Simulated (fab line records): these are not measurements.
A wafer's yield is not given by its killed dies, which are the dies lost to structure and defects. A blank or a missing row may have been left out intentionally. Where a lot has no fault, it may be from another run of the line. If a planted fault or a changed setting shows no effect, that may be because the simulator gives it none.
Which tool did it? | flow nandHarc | 42 wafers from 14 lots sampled at 5 of the route's 1159 steps

## WHAT THE GAUGES READ, wafer by wafer
NHARC_A_ZERO_WELL_CD_MEAS_10: the cd target is 2000 nm.
lot  | measured     | on       | cdNm (nm)
L869 | day 6 22:55  | cdSem-03 | 2000.2 2000.1 1999.7
L870 | day 7 02:11  | cdSem-03 | 2004.1 2000.0 1999.3
L871 | day 7 07:13  | cdSem-03 | 1997.6 1997.6 2002.3
L874 | day 8 01:37  | cdSem-01 | 2000.4 1998.3 2000.1
L873 | day 8 02:25  | cdSem-02 | 1999.7 1999.0 1999.8
L875 | day 8 11:29  | cdSem-01 | 2001.8 2000.4 1997.4
L884 | day 10 20:22 | cdSem-02 | 2002.3 2003.2 2002.3
L886 | day 11 00:19 | cdSem-03 | 2002.1 1999.1 1999.7
L885 | day 11 01:01 | cdSem-02 | 2002.1 2001.0 2001.5
L887 | day 11 11:45 | cdSem-03 | 2002.5 1998.8 2003.0
L888 | day 11 12:29 | cdSem-01 | 2000.8 2000.4 1999.1
L889 | day 11 14:25 | cdSem-02 | 1999.4 1998.6 1999.8
L891 | day 12 05:10 | cdSem-03 | 2000.4 1998.5 1999.1
L890 | day 12 06:25 | cdSem-01 | 1999.9 1999.8 2002.5

NHARC_A_ZERO_WELL_INSPECT_17.
lot  | measured     | on               | rawDefectCount
L869 | day 7 00:26  | defectInspect-02 | 9 4 14
L870 | day 7 03:52  | defectInspect-01 | 12 10 5
L871 | day 7 08:49  | defectInspect-02 | 7 10 9
L874 | day 8 03:05  | defectInspect-02 | 15 11 10
L873 | day 8 03:56  | defectInspect-01 | 23 22 13
L875 | day 8 12:59  | defectInspect-02 | 16 16 14
L884 | day 10 21:50 | defectInspect-01 | 16 13 16
L886 | day 11 01:47 | defectInspect-02 | 15 5 6
L885 | day 11 02:31 | defectInspect-01 | 10 3 2
L887 | day 11 13:14 | defectInspect-01 | 5 12 11
L888 | day 11 14:02 | defectInspect-01 | 2 7 6
L889 | day 11 15:54 | defectInspect-02 | 18 19 19
L891 | day 12 06:38 | defectInspect-01 | 11 13 13
L890 | day 12 07:57 | defectInspect-01 | 9 6 10

NHARC_END_SORT_01.
lot  | measured     | on        | killedAtArray | killedAtOther | killedAtPeriphery | killedDies  | killedOpen | killedShort
L873 | day 21 17:43 | prober-02 | 675 673 674   | 1 0 1         | 1 4 2             | 677 677 677 | 3 4 3      | 2 2 4
L875 | day 21 12:30 | prober-01 | 674 673 673   | 1 0 1         | 2 4 3             | 677 677 677 | 3 4 3      | 2 1 0

## WHICH TOOL RAN EACH LOT (tool, then ch and the chambers of the sampled wafers, then the start)
lot  | NHARC_P_BONDPAD_ANNEAL_28       | NHARC_A_ZERO_WELL_STRIP_14
L869 | rtpAnneal-02 ch 0, day 6 20:53  | wetBench-02 ch 1,2,5, day 6 23:28
L870 | rtpAnneal-01 ch 0, day 7 00:05  | wetBench-02 ch 1,2,5, day 7 02:42
L871 | rtpAnneal-01 ch 0, day 7 05:01  | wetBench-07 ch 0,2,3, day 7 07:43
L874 | rtpAnneal-01 ch 0, day 7 23:29  | wetBench-07 ch 0,1,3, day 8 02:09
L873 | rtpAnneal-01 ch 0, day 8 00:13  | wetBench-07 ch 0,2,7, day 8 02:57
L875 | rtpAnneal-02 ch 0, day 8 09:34  | wetBench-07 ch 2,5,7, day 8 11:59
L884 | rtpAnneal-01 ch 0, day 10 18:21 | wetBench-03 ch 0,3,6, day 10 20:53
L886 | rtpAnneal-01 ch 0, day 10 22:14 | wetBench-07 ch 1,4,5, day 11 00:51
L885 | rtpAnneal-02 ch 0, day 10 22:49 | wetBench-07 ch 2,3,4, day 11 01:32
L887 | rtpAnneal-02 ch 0, day 11 09:31 | wetBench-02 ch 0,1,5, day 11 12:16
L888 | rtpAnneal-02 ch 0, day 11 10:25 | wetBench-03 ch 0,2,3, day 11 13:05
L889 | rtpAnneal-01 ch 0, day 11 12:05 | wetBench-03 ch 1,3,5, day 11 14:56
L891 | rtpAnneal-02 ch 0, day 12 03:02 | wetBench-02 ch 0,2,4, day 12 05:41
L890 | rtpAnneal-02 ch 0, day 12 04:17 | wetBench-07 ch 0,1,4, day 12 06:56
- NHARC_P_BONDPAD_ANNEAL_28: time 90 s.
- NHARC_A_ZERO_WELL_STRIP_14: strips in SPM, time 900 s.

## WHAT THE TOOLS THEMSELVES READ (means of the sampled wafers that have a number; where no wafer has one, the mark that the record gives instead)
NHARC_P_BONDPAD_ANNEAL_28.
lot  | tool         | wafer_temp_C_max
L869 | rtpAnneal-02 | 226.18
L870 | rtpAnneal-01 | 226.06
L871 | rtpAnneal-01 | 226.04
L874 | rtpAnneal-01 | 226.49
L873 | rtpAnneal-01 | 226.32
L875 | rtpAnneal-02 | 226.48
L884 | rtpAnneal-01 | 226.46
L886 | rtpAnneal-01 | 226.05
L885 | rtpAnneal-02 | 226.32
L887 | rtpAnneal-02 | 226.43
L888 | rtpAnneal-02 | 226.53
L889 | rtpAnneal-01 | 226.46
L891 | rtpAnneal-02 | 226.21
L890 | rtpAnneal-02 | 226.49

NHARC_A_ZERO_WELL_STRIP_14.
lot  | tool        | bathGuardTempC (C) | bathHeatDutyPct (%)
L869 | wetBench-02 | 130.4              | 15.8
L870 | wetBench-02 | 130.2              | 15.8
L871 | wetBench-07 | 130.2              | 14.7
L874 | wetBench-07 | 130.2              | 17.1
L873 | wetBench-07 | -                  | -
L875 | wetBench-07 | -                  | -
L884 | wetBench-03 | 130.0              | 13.2
L886 | wetBench-07 | 130.1              | 15.8
L885 | wetBench-07 | 130.1              | 14.1
L887 | wetBench-02 | 130.5              | 15.0
L888 | wetBench-03 | 129.6              | 14.2
L889 | wetBench-03 | 129.5              | 13.2
L891 | wetBench-02 | 129.9              | 15.9
L890 | wetBench-07 | 130.1              | 17.1

## THE ANSWER, worked out from the rows above alone
Rule: what is usual is taken from the lots themselves. Put in order of their means at a reading, lots are off if they are a third of the lots or fewer, leave a main group of 4 or more, and stand apart from it by a gap of 3 or more times the standard deviation of the main group's means; of several such gaps the widest counts. A main group is skipped when, at the precision printed for the reading in the tables above, its means are all equal. Also off: a lot with no number at a reading for which 4 or more lots have one. Where the step has rows for the other lots, those lots are counted as sound. Order of review: gauges by route order, followed by the tools' own readings, for which a lot's mean as printed above is used. At the first step where some lot is off, the reading lying furthest off is the one used; lots without a number count as furthest.
Off, at NHARC_A_ZERO_WELL_STRIP_14 on bathGuardTempC: L873, L875. Without a number there: L873, L875. The main group has a mean of 130.1 C with a standard deviation of 0.28.
If a tool, at that step or one of the process steps before it, ran each lot that is off and ran no sound lot following the first of them, it fits. None of those tried fits.

## WHAT THE SIMULATOR PUT IN
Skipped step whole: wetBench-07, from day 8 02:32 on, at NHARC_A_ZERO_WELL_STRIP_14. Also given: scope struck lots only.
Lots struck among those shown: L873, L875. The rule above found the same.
